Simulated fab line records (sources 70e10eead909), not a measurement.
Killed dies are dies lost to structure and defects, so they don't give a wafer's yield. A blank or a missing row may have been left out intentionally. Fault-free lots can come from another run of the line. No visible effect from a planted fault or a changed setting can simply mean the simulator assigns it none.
Which tool is to blame? :: flow nand harc :: at 1 step of a route of 1302, 12 lots with 36 wafers sampled

## WHAT THE GAUGES READ, wafer by wafer
NHARC_A_ONON_D2_THK_MEAS_27: measures by ellipsometry.
lot: L074
measured: day 13 07:16
on: film metro-02
thk nm (nm): 981 981 982

lot: L077
measured: day 14 04:42
on: film metro-02
thk nm (nm): 995 998 998

lot: L079
measured: day 14 17:56
on: film metro-02
thk nm (nm): 1018 1016 1017

lot: L080
measured: day 16 01:25
on: film metro-02
thk nm (nm): 1004 1004 1004

lot: L083
measured: day 17 06:28
on: film metro-01
thk nm (nm): 984 983 984

lot: L084
measured: day 17 14:02
on: film metro-02
thk nm (nm): 995 992 994

lot: L088
measured: day 19 04:58
on: film metro-02
thk nm (nm): 984 981 981

lot: L089
measured: day 19 16:32
on: film metro-01
thk nm (nm): 995 996 996

lot: L090
measured: day 19 16:50
on: film metro-02
thk nm (nm): 1004 1006 1005

lot: L094
measured: day 21 07:50
on: film metro-02
thk nm (nm): 995 997 995

lot: L095
measured: day 21 07:50
on: film metro-02
thk nm (nm): 993 994 994

lot: L097
measured: day 22 16:24
on: film metro-01
thk nm (nm): 991 991 991

## EACH LOT AND THE TOOL THAT RAN IT (in order: tool; ch and the chambers of the sampled wafers; start)
Record: no process step prior to these readings.

## THE ANSWER, worked out from the rows above alone
Rule: the usual values come from the lots themselves. The widest of any qualifying gaps counts: lots, ordered by their means at a reading, are off when they make up no more than a third of the lots, leave a main group of 4 or more, and stand apart from it by 3 or more times the standard deviation of that group's means. A main group whose means are all the same, to the digits that the tables above print for the reading, isn't used. Also off: a lot with no number at a reading for which 4 or more lots have one. All remaining lots with rows at the step are treated as sound.
No lot is off at any reading shown: from this, nothing can be told.

## WHAT THE SIMULATOR PUT IN
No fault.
